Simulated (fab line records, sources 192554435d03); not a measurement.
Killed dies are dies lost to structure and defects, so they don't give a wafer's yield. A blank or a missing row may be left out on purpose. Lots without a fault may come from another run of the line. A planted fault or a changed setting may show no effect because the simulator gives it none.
Split-lot experiment | flow n5_finfet | 7 lots, 21 wafers read, on a route of 1938 steps

THE SPLIT
At N5_BEOL_M4_DESCUM_16 (chemistry O2, time 7 s), the setting time_s was moved away from the recipe's 7 s on 8 of the 21 wafers read, by -21.2% to +22.1%. The other wafers ran this setting at the recipe's value.

The file shows no step between the split and the reading.

THE READING
CAR-EUV_of_BEOL_M4_COAT_05.thk_nm (the simulator's own value, which no gauge read), in nm, at N5_BEOL_M4_ETCH_74 (etches underlayer in N2/H2, target depth 6.5 nm, time 5.2 s). The file gives no usual value for it. The 13 wafers here that ran the recipe average 20.3 nm, standard deviation 0.12 nm.

wafer  | tool, chamber at the split | time_s as run, s | against the recipe | CAR-EUV_of_BEOL_M4_COAT_05.thk_nm, nm | against lot-mates on the recipe
L074.2 | rie_diel-05, 3             | 7                | recipe             | 20.2                                  | -
L074.3 | rie_diel-05, 0,2           | 5.517            | -21.2%             | 20.8                                  | +0.6
L074.4 | rie_diel-05, 0,2           | 5.517            | -21.2%             | 20.8                                  | +0.6
L085.2 | rie_diel-01, 0             | 7                | recipe             | 20.4                                  | -
L085.3 | rie_diel-01, 1             | 8.55             | +22.1%             | 19.6                                  | -0.8
L085.4 | rie_diel-01, 2             | 8.55             | +22.1%             | 19.4                                  | -1.0
L086.1 | rie_diel-03, 3,0           | 7.543            | +7.8%              | 20                                    | -0.2
L086.4 | rie_diel-03, 3,0           | 7.543            | +7.8%              | 20                                    | -0.2
L086.6 | rie_diel-03, 2             | 7                | recipe             | 20.2                                  | -
L088.3 | rie_diel-03, 1             | 7                | recipe             | 20.4                                  | -
L088.5 | rie_diel-03, 1             | 7                | recipe             | 20.4                                  | -
L088.4 | rie_diel-03, 3             | 7                | recipe             | 20.6                                  | -
L091.1 | rie_diel-01, 3,3,0         | 7                | recipe             | 20.4                                  | -
L091.4 | rie_diel-01, 3,3,0         | 7                | recipe             | 20.4                                  | -
L091.5 | rie_diel-01, 3,3,0         | 7                | recipe             | 20.4                                  | -
L092.3 | rie_diel-03, 0             | 6.061            | -13.4%             | 20.8                                  | +0.6
L092.5 | rie_diel-03, 0,1           | 7                | recipe             | 20.2                                  | -
L092.6 | rie_diel-03, 0,1           | 7                | recipe             | 20.2                                  | -
L095.2 | rie_diel-01, 3             | 7.941            | +13.4%             | 19.6                                  | -0.6
L095.3 | rie_diel-01, 2,3           | 7                | recipe             | 20.2                                  | -
L095.5 | rie_diel-01, 2,3           | 7                | recipe             | 20.2                                  | -
Where a row lists several chambers, the file gives one row for several wafers and doesn't say which wafer went through which chamber.

THE FIT
A straight line over all 21 wafers: CAR-EUV_of_BEOL_M4_COAT_05.thk_nm changes by -0.0326 nm for each +1% of time_s; r = -0.93; the points scatter about the line by 0.14 nm.
The same after taking each lot's own level away (the mean of its wafers on the recipe; 21 wafers): -0.0357 nm for each +1%; r = -0.98; scatter 0.09 nm.
On that fit, the largest move of time_s shifts the reading by 0.79 nm.
The lots' own levels span 20.20 to 20.47 nm, that is 2.1 times the standard deviation above.
So the lot-to-lot level changes the slope little: the two slopes agree.
Check: with one of the wafers moved furthest among these (+22.1%) left out of the fit, the line predicts -0.811 nm for it against its lot-mates. It came out at -0.8 nm against them.

OTHER SPLITS ON THESE WAFERS
These wafers also went through other splits before the reading. Each is held against what the fit with the lots' levels taken away leaves over:
other split on the same wafers | wafers away from the commonest value | r with CAR-EUV_of_BEOL_M4_COAT_05.thk_nm (lot level and that fit taken away)
N5_BEOL_M3_EXPOSE_08 dose_mj   | 9                                    | +0.40

THE WHOLE CHAIN: every reading that the file lists as answering this split, in the file's order
step                 | what it does                                                | reading                                                                            | change (the file's fit)                | r (the file's)
N5_BEOL_M4_DESCUM_16 | chemistry O2, time 7 s                                      | CAR-EUV_of_BEOL_M4_COAT_05.thk_nm (the simulator's own value, which no gauge read) | -0.0337 nm for each +1% of the setting | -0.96
N5_BEOL_M4_ETCH_74   | etches underlayer in N2/H2, target depth 6.5 nm, time 5.2 s | CAR-EUV_of_BEOL_M4_COAT_05.thk_nm (the simulator's own value, which no gauge read) | -0.037 nm for each +1% of the setting  | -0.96

THE FILE'S OWN FIT
CAR-EUV_of_BEOL_M4_COAT_05.thk_nm changes by -0.037 nm for each +1% of time_s, r = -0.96.
